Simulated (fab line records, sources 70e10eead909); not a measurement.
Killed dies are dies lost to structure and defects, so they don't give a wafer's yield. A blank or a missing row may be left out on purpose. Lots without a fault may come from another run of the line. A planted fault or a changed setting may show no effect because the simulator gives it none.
Which tool did it? | flow nand_harc | 15 lots, 45 wafers sampled, at 5 steps of a route of 1302

WHAT THE GAUGES READ, wafer by wafer
NHARC_A_M1_OVL_MEAS_10: pitch 240 nm. Usual: overlay_x_nm -0.2 nm, standard deviation 0.9; overlay_y_nm 0.4 nm, standard deviation 0.81.
lot  | measured     | on         | overlay_x_nm (nm) | overlay_y_nm (nm) | flag
L322 | day 23 03:15 | overlay-02 | -1.1 -2.0 -1.5    | -0.6 -0.8 -1.0    |
L323 | day 23 17:28 | overlay-02 | -0.5 -0.7 -1.0    | -0.3 -0.3 0.0     |
L325 | day 23 20:36 | overlay-02 | -0.7 -1.0 -0.8    | -0.5 -0.4 -0.3    |
L324 | day 24 01:31 | overlay-02 | -0.4 -0.4 -0.2    | 0.8 0.5 0.9       |
L327 | day 25 00:39 | overlay-01 | -1.0 -0.6 -0.8    | 0.0 -0.5 -0.2     |
L326 | day 25 09:35 | overlay-02 | -0.8 -0.6 -0.4    | 0.7 1.1 0.8       |
L330 | day 26 04:49 | overlay-01 | 0.7 -0.2 -0.2     | 0.3 0.0 0.9       |
L329 | day 26 18:03 | overlay-01 | -1.1 -0.5 -1.0    | -0.8 -0.6 -0.7    |
L332 | day 27 09:30 | overlay-01 | 0.4 0.6 0.3       | 0.2 0.2 0.4       |
L334 | day 27 14:26 | overlay-02 | 0.9 1.8 1.2       | 0.6 0.5 0.8       |
L335 | day 27 22:22 | overlay-02 | 0.1 0.1 -1.1      | 1.2 0.9 0.8       |
L336 | day 28 14:35 | overlay-01 | 0.7 0.5 0.5       | 1.9 1.2 1.8       |
L340 | day 30 14:55 | overlay-02 | -0.3 0.2 -0.1     | 0.9 0.8 0.6       |
L345 | day 31 18:04 | overlay-02 | 0.7 1.7 1.4       | 2.0 1.2 1.4       |
L344 | day 31 20:23 | overlay-01 | -0.7 -1.0 -1.2    | 0.1 0.4 0.5       |

NHARC_A_BONDPAD_THK_MEAS_30: measures by ellipsometry. Usual: thk_nm 199.8 nm, standard deviation 1.8.
lot  | measured     | on            | thk_nm (nm)                         | flag
L322 | day 23 07:18 | film_metro-02 | 198.2 204.8 200.1                   |
L323 | day 23 21:33 | film_metro-01 | 195.6 197.3 194.7                   |
L325 | day 24 01:14 | film_metro-01 | 200.3 197.8 198.8                   |
L324 | day 24 05:34 | film_metro-02 | 197.9 201.2 197.2                   |
L327 | day 25 04:41 | film_metro-01 | 199.3 197.7 196.9                   |
L326 | day 25 13:38 | film_metro-01 | 199.2 198.8 200.8                   |
L330 | day 26 08:55 | film_metro-02 | 199.0 198.4 199.1                   |
L329 | day 26 22:07 | film_metro-01 | 202.9 203.8 203.1                   |
L332 | day 27 14:07 | film_metro-02 | 242.3 243.5 248.0 241.7 245.0 246.3 | OFF
L334 | day 27 18:29 | film_metro-01 | 245.6 250.4 249.9 246.3 251.6 249.1 | OFF
L335 | day 28 02:26 | film_metro-01 | 250.4 253.5 250.0 250.4 253.9 250.4 | OFF
L336 | day 28 18:39 | film_metro-01 | 197.6 197.5 199.7                   |
L340 | day 30 18:56 | film_metro-02 | 201.0 197.5 203.6                   |
L345 | day 31 22:14 | film_metro-02 | 201.5 198.3 199.2                   |
L344 | day 32 00:28 | film_metro-01 | 200.0 200.1 201.2                   |

WHICH TOOL RAN EACH LOT (tool, then ch and the chambers of the sampled wafers, then the start)
lot  | NHARC_A_M0_DEP_32               | NHARC_A_M1_PVD_20                       | NHARC_A_BONDPAD_CMP_29
L322 | pecvd-03 ch 0,2, day 23 02:02   | pvd_sputter-01, day 23 07:03 or earlier | cmp-02 ch 1,2,3, day 23 07:03
L323 | pecvd-01 ch 1,2, day 23 16:14   | pvd_sputter-02, day 23 21:19 or earlier | cmp-01 ch 0,1, day 23 21:19
L325 | pecvd-01 ch 1,2, day 23 19:11   | pvd_sputter-01, day 24 01:01 or earlier | cmp-01 ch 0,2, day 24 01:01
L324 | pecvd-01 ch 0,1,2, day 24 00:14 | pvd_sputter-01, day 24 05:19 or earlier | cmp-01 ch 0,1, day 24 05:19
L327 | pecvd-01 ch 0,1,2, day 24 23:29 | pvd_sputter-02, day 25 04:28 or earlier | cmp-03 ch 0,1, day 25 04:28
L326 | pecvd-02 ch 0,1,2, day 25 08:26 | pvd_sputter-02, day 25 13:23 or earlier | cmp-01 ch 1,2,3, day 25 13:23
L330 | pecvd-03 ch 1,2, day 26 03:37   | pvd_sputter-02, day 26 08:40 or earlier | cmp-03 ch 1,3, day 26 08:40
L329 | pecvd-03 ch 0,1, day 26 16:43   | pvd_sputter-03, day 26 21:53 or earlier | cmp-02 ch 1,3, day 26 21:53
L332 | pecvd-02 ch 0,1,2, day 27 08:20 | pvd_sputter-03, day 27 13:53 or earlier | cmp-02 ch 1,3, day 27 13:53
L334 | pecvd-02 ch 0,1,2, day 27 13:20 | pvd_sputter-02, day 27 18:17 or earlier | cmp-02 ch 0,1,3, day 27 18:17
L335 | pecvd-02 ch 0,1,2, day 27 21:07 | pvd_sputter-03, day 28 02:11 or earlier | cmp-01 ch 1,2, day 28 02:11
L336 | pecvd-02 ch 0,1, day 28 13:17   | pvd_sputter-02, day 28 18:27 or earlier | cmp-03 ch 0,1,3, day 28 18:27
L340 | pecvd-02 ch 1,2, day 30 13:35   | pvd_sputter-02, day 30 18:42 or earlier | cmp-02 ch 1,2,3, day 30 18:42
L345 | pecvd-01 ch 0,1,2, day 31 16:29 | pvd_sputter-02, day 31 22:01 or earlier | cmp-01 ch 0,1,3, day 31 22:01
L344 | pecvd-01 ch 0,2, day 31 18:48   | pvd_sputter-02, day 32 00:16 or earlier | cmp-01 ch 0,2,3, day 32 00:16
- NHARC_A_M0_DEP_32: deposits SiCN, target thk 30 nm.
- NHARC_A_M1_PVD_20: deposits TaN, target thk 5 nm, time 8.06 s.
- NHARC_A_BONDPAD_CMP_29: polishes SiCN, target thk 200 nm.

WHAT THE TOOLS THEMSELVES READ (means of the sampled wafers that have a number; where no wafer has one, the mark that the record gives instead)
NHARC_A_M0_DEP_32. Usual: heater_power_w 584 W, standard deviation 69; showerhead_vpp_V 1301 V, standard deviation 65.
lot  | tool     | heater_power_w (W) | showerhead_vpp_V (V) | flag
L322 | pecvd-03 | 519                | 1412                 |
L323 | pecvd-01 | 613                | 1279                 |
L325 | pecvd-01 | 574                | 1297                 |
L324 | pecvd-01 | 597                | 1304                 |
L327 | pecvd-01 | 586                | 1312                 |
L326 | pecvd-02 | 544                | 1261                 |
L330 | pecvd-03 | 639                | 1338                 |
L329 | pecvd-03 | 533                | 1397                 |
L332 | pecvd-02 | 542                | 1258                 |
L334 | pecvd-02 | 560                | 1264                 |
L335 | pecvd-02 | 554                | 1249                 |
L336 | pecvd-02 | 582                | 1211                 |
L340 | pecvd-02 | 594                | 1296                 |
L345 | pecvd-01 | 594                | 1314                 |
L344 | pecvd-01 | 568                | 1319                 |

NHARC_A_M1_PVD_20. Usual: cathode_dc_power_W 15000 W, standard deviation 2.7; chamber_pressure_pa 0.12001 Pa, standard deviation 0.00024; substrate_temp_c 50.01 C, standard deviation 0.11; throttle_valve_pct 30.2 %, standard deviation 1.1.
lot  | tool           | cathode_dc_power_W (W) | chamber_pressure_pa (Pa) | substrate_temp_c (C) | throttle_valve_pct (%) | flag
L322 | pvd_sputter-01 | 15000                  | 0.12009                  | 50.00                | 29.2                   |
L323 | pvd_sputter-02 | 15000                  | 0.12026                  | 49.82                | 29.8                   |
L325 | pvd_sputter-01 | 14996                  | 0.12023                  | 50.00                | 30.1                   |
L324 | pvd_sputter-01 | 15000                  | 0.12016                  | 50.02                | 29.3                   |
L327 | pvd_sputter-02 | 15000                  | 0.12026                  | 49.93                | 30.1                   |
L326 | pvd_sputter-02 | 14997                  | 0.12011                  | 50.04                | 29.8                   |
L330 | pvd_sputter-02 | 15000                  | 0.12002                  | 50.07                | 29.8                   |
L329 | pvd_sputter-03 | 15001                  | 0.11999                  | 50.05                | 32.2                   |
L332 | pvd_sputter-03 | 14999                  | 0.12016                  | 50.02                | 31.9                   |
L334 | pvd_sputter-02 | 15001                  | 0.11957                  | 50.17                | 30.3                   |
L335 | pvd_sputter-03 | 15000                  | 0.11996                  | 50.01                | 30.1                   |
L336 | pvd_sputter-02 | 15000                  | 0.11999                  | 49.94                | 29.8                   |
L340 | pvd_sputter-02 | 15004                  | 0.11994                  | 50.01                | 30.3                   |
L345 | pvd_sputter-02 | 14997                  | 0.12013                  | 50.06                | 29.9                   |
L344 | pvd_sputter-02 | 14999                  | 0.12015                  | 49.93                | 29.9                   |

NHARC_A_BONDPAD_CMP_29. Usual: edge_zone_pressure_frac 1.000, standard deviation 0.005; motor_current_A 12.0 A, standard deviation 1.2.
lot  | tool   | edge_zone_pressure_frac | motor_current_A (A) | flag
L322 | cmp-02 | 0.999                   | 11.2                |
L323 | cmp-01 | 0.998                   | 12.7                |
L325 | cmp-01 | 1.000                   | 13.7                |
L324 | cmp-01 | 0.999                   | 12.9                |
L327 | cmp-03 | 0.999                   | 10.9                |
L326 | cmp-01 | 1.000                   | 13.0                |
L330 | cmp-03 | 0.999                   | 10.6                |
L329 | cmp-02 | 0.998                   | 11.0                |
L332 | cmp-02 | -                       | -                   | OFF
L334 | cmp-02 | -                       | -                   | OFF
L335 | cmp-01 | -                       | -                   | OFF
L336 | cmp-03 | 1.003                   | 10.9                |
L340 | cmp-02 | 1.005                   | 11.2                |
L345 | cmp-01 | 0.999                   | 12.1                |
L344 | cmp-01 | 1.001                   | 12.6                |

THE ANSWER, worked out from the rows above alone
Rule: a lot is off if the mean of its wafers that have a number lies more than 3 standard deviations from the usual mean. A lot without any number at a reading at which 4 lots or more have one is off too. The other lots that the step has rows for count as sound. The gauges are gone through in route order, then the tools' own readings, and for those a lot's mean is taken as printed above. The first step at which some lot is off is used, and at that step the reading that is off furthest; a lot without a number counts as furthest.
Off: L332, L334, L335, at NHARC_A_BONDPAD_THK_MEAS_30 (thk_nm).
A tool fits if, at a process step before that reading, it ran every lot that is off, and no sound lot after the first of them. The gauges at NHARC_A_BONDPAD_THK_MEAS_30 aren't tried: what is off there is off at NHARC_A_BONDPAD_CMP_29 too, on other tools, and a gauge's error can't cause that. NHARC_A_M1_PVD_20 gives no start for some lots, so the hours and the order of its lots are those of NHARC_A_BONDPAD_CMP_29. None of those tried fits.

WHAT THE SIMULATOR HAD PUT IN
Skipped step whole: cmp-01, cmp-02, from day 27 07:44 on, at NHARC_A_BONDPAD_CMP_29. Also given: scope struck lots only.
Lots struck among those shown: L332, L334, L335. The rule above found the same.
